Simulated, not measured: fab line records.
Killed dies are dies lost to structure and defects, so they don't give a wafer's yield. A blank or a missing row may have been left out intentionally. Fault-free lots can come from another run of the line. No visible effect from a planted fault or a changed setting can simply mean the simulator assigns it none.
Matching of chambers | flow n5Finfet | N5_BEOL_M15_STRIP_36 on rieDiel-05: 4 sister chambers
The step strips in O2. 4 wafers are shown with their chamber, then 11 later ones without.

WAFERS WITH THEIR CHAMBER
wafer  | chamber | drypumpMotorCurrentA (A)
L076.5 | 2       | 5.71
L086.3 | 1       | 5.45
L086.4 | 3       | 5.31
L088.3 | 0       | 5.00

WAFERS WHOSE CHAMBER IS MISSING
wafer  | drypumpMotorCurrentA (A)
L088.5 | 5.46
L088.6 | 5.03
L092.1 | 5.03
L092.2 | 5.45
L092.3 | 5.30
L092.4 | 5.70
L092.5 | 5.04
L092.6 | 5.48
L094.1 | 5.68
L094.4 | 5.02
L094.5 | 5.03

EACH ONE'S CHAMBER
wafer  | from the rows above | in truth
L088.5 | 1                   | 1
L088.6 | 0                   | 0
L092.1 | 0                   | 0
L092.2 | 1                   | 1
L092.3 | 3                   | 3
L092.4 | 2                   | 2
L092.5 | 0                   | 0
L092.6 | 1                   | 1
L094.1 | 2                   | 2
L094.4 | 0                   | 0
L094.5 | 0                   | 0
Placed correctly: 11 of 11. Number that these rows cannot place: 0. Placed wrongly: 0.
How it was worked out, from the rows above alone: a wafer's distance from a chamber is the root of the sum, over the readings, of the square of ((its reading less the chamber's mean) divided by the reading's scatter). The wafer belongs to the nearest chamber; if the next one is less than 2 further off, it can't be placed. Each chamber's mean is taken over the wafers shown for it. The scatter: with one shown wafer a chamber, the root of the mean of the squares of how far each hidden wafer lies from its nearest shown one.
